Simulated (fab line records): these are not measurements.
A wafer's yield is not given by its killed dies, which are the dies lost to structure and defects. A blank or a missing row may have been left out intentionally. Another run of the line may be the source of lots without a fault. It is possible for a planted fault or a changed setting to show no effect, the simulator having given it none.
Comparing a struck lot with a sound one :: flow n5-finfet :: 15 steps out of a route of 1938
Sound: the wafers L895.2, L895.3, L895.5. Struck: wafer L906.3 (left out: L906.1, L906.4 of the same lot, which were not struck); the cause appears at the end.
Per side, at each step with rows, come the tool, then ch with its chambers, and then its first start. Under that, the readings that differ: sound wafers :: struck wafers :: difference of the means :: sigmas: that difference in standard deviations of wafers without a fault.
alike: readings whose means differ by less than 2 such deviations, and words and numbers that are the same on both sides. not compared: withheld readings, readings that some wafer has no value for, bounds like >300 that may hide the same value, and numbers for which the record gives no deviation and whose values overlap.
The two part at a step that has a row with sigmas, a row that says differs or no value, or rows on one side only. Numbers that don't overlap but have no deviation are shown without sigmas and don't part them. A reading that every wafer of one side lacks parts them only if that side has two wafers or more.

N5_SD_ACTIVATION_LSA_01: time 0.0008 s.
  sound on laser-anneal-01 ch 0, day 3 10:09; struck on laser-anneal-01 ch 0, day 6 05:46
  alike: wafer_temp_C_max
N5_SD_ACTIVATION_RS_MEAS_03: uses a four-point probe to measure.
  sound on film-metro-01 at day 3 10:22; struck on film-metro-01 at day 6 05:58
  alike: RS_SD_N, RS_SD_P
N5_SD_ACTIVATION_INSPECT_02: inspects for defects (darkfield).
  sound on defect-inspect-02 at day 3 10:40; struck on defect-inspect-02 at day 6 06:17
  alike: raw-defect-count
N5_ILD0_LINER_00: material SiNx, target thk 4 nm, pulse time 1 s, purge time 2 s.
  sound on ald-sin-03 ch 0,1,3, day 3 10:41; struck on ald-sin-04 ch 2, day 6 06:19
  alike: heater-power-w, precursor-pulse-height-rel
  not compared: since-wet-clean-h
then, 2 steps without rows for these wafers: N5_ILD0_FCVD_FILL_01 (material SiO2 flowable, target thk 200 nm, time 328.3 s); N5_ILD0_CURE_02 (time 1800 s).
N5_ILD0_CMP_03: polishes, stops on SiNx, t overpolish 1.9 s, target thk 197.38 nm.
  sound on cmp-01 ch 0,2, day 3 13:07; struck on cmp-04 ch 3, day 6 08:45
reading: motor-current-A (A)
sound: 12.4 13.7 14.5
struck: 10.1
difference: -3.4
sigmas: -3
  alike: overpolish-run-s, time-to-endpoint-s
N5_ILD0_THK_MEAS_04:
  sound on film-metro-02 at day 3 13:22; struck on film-metro-01 at day 6 09:01
  alike: thk-nm
N5_ILD0_CMP_07: polishes SiO2 flowable, stops on poly-Si, t overpolish 1.18 s, target thk 138.88 nm.
  sound on cmp-04 ch 0,2,3, day 3 13:28; struck on cmp-03 ch 3, day 6 09:02
reading: motor-current-A (A)
sound: 10.1 9.6 11.6
struck: 12.9
difference: +2.5
sigmas: +2
N5_ILD0_THK_MEAS_08:
  sound on film-metro-01 at day 3 13:41; struck on film-metro-01 at day 6 09:20
  alike: thk-nm
then, 1 step without rows for these wafers: N5_ILD0_PRECLEAN_10 (cleans in NF3:NH3, afs cycles 5, time 20 s, sublimation time 60 s).
N5_ILD0_ALD_15: deposits SiNx, target thk 24 nm, pulse time 1 s, ald cycles 480.
  sound on ald-sin-01 ch 1,2, day 3 14:25; struck on ald-sin-01 ch 1, day 6 10:03
reading: ald-cycles
sound: 480 480 480
struck: 448
difference: -32
sigmas: 

reading: model.SiNx_of_ILD0_ALD_15.thk-nm (nm)
sound: 24 24 24
struck: 22.4
difference: -1.6
sigmas: 
  alike: heater-power-w, precursor-pulse-height-rel
  not compared: since-wet-clean-h
N5_ILD0_CMP_12: polishes SiNx, stops on poly-Si, t overpolish 6 s, target thk 17.67 nm.
  sound on cmp-04 ch 1,2,3, day 3 16:39; struck on cmp-03 ch 2, day 6 12:15
  alike: motor-current-A
-- the record jumps here: 5 days lie between the struck wafers' starts before and after (it left off in module ILD0 and takes up again in module BEOL_M4, whose first step shown is number 1111 of the route) --
N5_BEOL_M4_RC_MEAS_101:
  sound on prober-01 ch 0, day 8 03:53; struck on prober-02 ch 0, day 11 05:34
  alike: DIBL_N, DIBL_P, IOFF_N, IOFF_P, ION_N, ION_P, SS_N, SS_P, VT_N, VT_P
following that, these wafers have no rows for 1 step: N5_PASSIVATION_PROBE_49.

## WHERE THEY PART
At N5_ILD0_CMP_03 first; at N5_ILD0_CMP_07 last (within this record only). Later steps at which nothing parts them and some readings are alike: N5_ILD0_THK_MEAS_08, N5_ILD0_ALD_15, N5_ILD0_CMP_12, N5_BEOL_M4_RC_MEAS_101.

WHY: what the simulator had put in
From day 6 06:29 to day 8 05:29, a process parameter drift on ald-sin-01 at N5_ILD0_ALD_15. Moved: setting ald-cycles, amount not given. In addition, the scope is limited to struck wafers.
